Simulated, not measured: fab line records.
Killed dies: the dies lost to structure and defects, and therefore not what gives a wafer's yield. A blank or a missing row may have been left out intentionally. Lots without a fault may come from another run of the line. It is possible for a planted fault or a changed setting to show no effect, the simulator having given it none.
Comparing a struck lot with a sound one | flow n5Finfet | 40 steps out of a route of 1938
Sound: wafers L102.2, L102.3, L102.5. Wafers L100.1, L100.4, L100.5 were the ones struck. The cause comes at the end.
At each step with rows: each side's tool, then ch and its chambers, then its first start. Under that, the readings that differ: sound wafers | struck wafers | difference of the means | sigmas: that difference in standard deviations of wafers without a fault.
alike: a reading whose means differ by less than 2 such deviations, as well as words and numbers matching on both sides. not compared: withheld readings; readings where some wafer has no value; bounds like >300 that might hide an equal value; numbers whose values overlap and for which the record gives no deviation.
The two part at a step that has a row with sigmas, a row that says differs or no value, or rows on one side only. Numbers that don't overlap but have no deviation are shown without sigmas and don't part them. Lack of a reading on every wafer of one side parts them only where that side has two or more wafers.

first, 4 steps without rows for these wafers: N5_BEOL_M3_SPUTTER_79 (material Cu, target thk 4.5 nm, time 8.29 s); N5_BEOL_M3_ANNEAL_80 (time 240 s); N5_BEOL_M3_SPUTTER_81 (material Cu, target thk 4.5 nm, time 8.29 s); N5_BEOL_M3_ANNEAL_82 (time 240 s).
N5_BEOL_M3_SPUTTER_86: material Cu, target thk 4.5 nm, time 8.29 s.
  sound on pvdSputter-03, day 10 20:56; struck on pvdSputter-02, day 10 15:55
  alike: chuckGasFlowSccm, chuckSensorTempC, throttleValvePct
then, 1 step without rows for these wafers: N5_BEOL_M3_ANNEAL_87 (time 240 s).
N5_BEOL_M3_SPUTTER_88: material Cu, target thk 4.5 nm, time 8.29 s.
  sound on pvdSputter-03, day 10 21:09; struck on pvdSputter-02, day 10 16:08
  alike: chuckGasFlowSccm, chuckSensorTempC, throttleValvePct
then, 5 steps without rows for these wafers: N5_BEOL_M3_ANNEAL_89 (time 240 s); N5_BEOL_M3_SPUTTER_90 (material Cu, target thk 4.5 nm, time 8.29 s); N5_BEOL_M3_ANNEAL_91 (time 240 s); N5_BEOL_M3_SPUTTER_92 (material Cu, target thk 4.5 nm, time 8.29 s); N5_BEOL_M3_ANNEAL_93 (time 240 s).
N5_BEOL_M3_SPUTTER_94: material Cu, target thk 4.5 nm, time 8.29 s.
  sound on pvdSputter-03, day 10 21:49; struck on pvdSputter-02, day 10 16:47
  alike: chuckGasFlowSccm, chuckSensorTempC, throttleValvePct
then, 3 steps without rows for these wafers: N5_BEOL_M3_ANNEAL_95 (time 240 s); N5_BEOL_M3_SPUTTER_96 (material Cu, target thk 4.5 nm, time 8.29 s); N5_BEOL_M3_ECD_50 (material Cu, target thk 300 nm).
N5_BEOL_M3_ANNEAL_51: time 90 s.
  sound on rtpAnneal-01 ch 0, day 10 22:20; struck on rtpAnneal-02 ch 0, day 10 17:12
  alike: wafer_temp_C_max
then, 1 step without rows for these wafers: N5_BEOL_M3_CMP_52 (polishes, stops on SiOC, t overpolish 6.8 s, target thk 40 nm).
N5_BEOL_M3_PRE_CLEAN_60: time 15 s.
  sound on cvdCo-02 ch 0,1,2, day 10 22:56; struck on cvdCo-01 ch 1,2, day 10 17:50
  alike: heaterPowerW
then, 3 steps without rows for these wafers: N5_BEOL_M3_CO_CAP_55 (material Co, precursor CCTBA/H2, target thk 2 nm, time 102.1 s); N5_BEOL_M3_PRE_CLEAN_56 (time 15 s); N5_BEOL_M3_DEP_57 (deposits SiCN from 3MS/NH3, target thk 8 nm, time 14 s).
N5_BEOL_M3_RS_MEAS_58: the measuring method here is four-point-probe.
  sound on filmMetro-01, day 10 23:11; struck on filmMetro-01, day 10 18:05
  alike: M3_RS
then, 1 step without rows for these wafers: N5_BEOL_M4_ILD_DEP_00 (deposits SiOC from DEMS/O2, target thk 79 nm, time 15.3 s).
N5_BEOL_M4_THK_MEAS_01:
  sound on filmMetro-01, day 10 23:20; struck on filmMetro-01, day 10 18:13
  alike: M4_ILD_THK
N5_BEOL_M4_PECVD_72: deposits SiO2 from TEOS/O2, target thk 16 nm, time 18 s.
  sound on pecvd-03 ch 0,2, day 10 23:22; struck on pecvd-02 ch 0,2, day 10 18:15
  alike: heaterPowerW, showerheadPlenumPTorr, throttleValvePct
then, 10 steps without rows for these wafers: N5_BEOL_M4_HM_DEP_02 (deposits TiN, target thk 20 nm); N5_BEOL_M4_COAT_61 (time 60 s, resist thk 60 nm); N5_BEOL_M4_COAT_62 (time 60 s, resist thk 12 nm); N5_BEOL_M4_COAT_73 (time 60 s, resist thk 5 nm); N5_BEOL_M4_COAT_05 (resist thk 30 nm); N5_BEOL_M4_EBR_07; N5_BEOL_M4_SOFTBAKE_06 (time 60 s); N5_BEOL_M4_EXPOSE_08 (exposes mask M4); N5_BEOL_M4_PEB_09 (peb time 60 s); N5_BEOL_M4_DEVELOP_10 (develop time 30 s).
N5_BEOL_M4_CD_MEAS_11: the cd target is 16.79 nm.
  sound on cdSem-02 ch 0, day 11 01:33; struck on cdSem-02 ch 0, day 10 19:21
  alike: cdNm
N5_BEOL_M4_OVL_MEAS_12:
  sound on overlay-02 ch 0, day 11 01:35; struck on overlay-02 ch 0, day 10 19:23
  alike: M4_OVL
then, 1 step without rows for these wafers: N5_BEOL_M4_DESCUM_16 (chemistry O2, time 7 s).
-- a jump in the record: the struck wafers' starts before and after are 5 days apart (it breaks off in module BEOL_M4 and resumes in module PASSIVATION, where the first step shown is number 1936 of the route) --
N5_PASSIVATION_PROBE_49:
  sound on prober-01, day 15 15:38; struck on prober-01, day 15 13:29
reading                 | sound          | struck         | difference | sigmas
defectLimitedYield (%)  | 90.9 92.1 91.5 | 82.5 83.1 89.4 | -6.5       | -5
killed_at_M0_to_M3      | 30 29 37       | 128 127 72     | +77        | +8
killedDies              | 107 93 100     | 207 199 125    | +77        | +5
sort_bin_5_function (%) | 6.1 3.8 5.1    | 10.8 11.8 6.6  | +4.7       | +5
sortNPass               | 1073 1087 1080 | 973 981 1055   | -77        | -5
sortYieldPct (%)        | 90.9 92.1 91.5 | 82.5 83.1 89.4 | -6.5       | -5
  alike: killed_at_M4_up, killedAtContacts, killedAtFrontEnd, killedAtOther, killedOpen, killedShort, sort_bin_4_leakage, sort_bin_6_memory, sort_bin_8_speed

== WHERE THEY PART ==
Only at N5_PASSIVATION_PROBE_49, within this record.

WHY: the cause the simulator had injected
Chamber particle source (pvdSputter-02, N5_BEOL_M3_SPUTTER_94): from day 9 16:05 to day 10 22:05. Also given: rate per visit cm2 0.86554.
